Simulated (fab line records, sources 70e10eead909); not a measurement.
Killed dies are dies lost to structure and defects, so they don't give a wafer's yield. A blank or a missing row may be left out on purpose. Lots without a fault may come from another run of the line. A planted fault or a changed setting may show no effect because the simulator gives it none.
Chamber matching | flow nand_harc | NHARC_P_M2_CMP_23 on cmp-01: 4 sister chambers
The step polishes, t overpolish 20 s, target thk 144.3 nm. 4 wafers are shown with their chamber, then 7 later ones without.

WAFERS WITH THEIR CHAMBER
wafer  | chamber | motor_current_A (A)
L411.4 | 0       | 14.8
L411.5 | 2       | 11.9
L413.1 | 1       | 14.5
L413.4 | 3       | 11.3

WAFERS WITHOUT THEIR CHAMBER
wafer  | motor_current_A (A)
L413.5 | 14.0
L414.1 | 14.3
L414.4 | 14.4
L414.5 | 11.4
L415.1 | 15.2
L415.2 | 13.9
L415.4 | 11.1

WHICH CHAMBER EACH WENT THROUGH
wafer  | from the rows above     | in truth
L413.5 | can't be placed: 1 or 0 | 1
L414.1 | can't be placed: 1 or 0 | 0
L414.4 | can't be placed: 1 or 0 | 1
L414.5 | can't be placed: 3 or 2 | 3
L415.1 | can't be placed: 0 or 1 | 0
L415.2 | can't be placed: 1 or 0 | 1
L415.4 | can't be placed: 3 or 2 | 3
Placed correctly: 0 of 7. Can't be placed from these rows: 7 (the true chamber is among the candidates in 7). Placed wrongly: 0.
How it was worked out, from the rows above alone: a wafer's distance from a chamber is the root of the sum, over the readings, of the square of ((its reading less the chamber's mean) divided by the reading's scatter). The wafer belongs to the nearest chamber; if the next one is less than 2 further off, it can't be placed. A chamber's mean is the mean of its shown wafers. The scatter: with one shown wafer a chamber, the root of the mean of the squares of how far each hidden wafer lies from its nearest shown one.
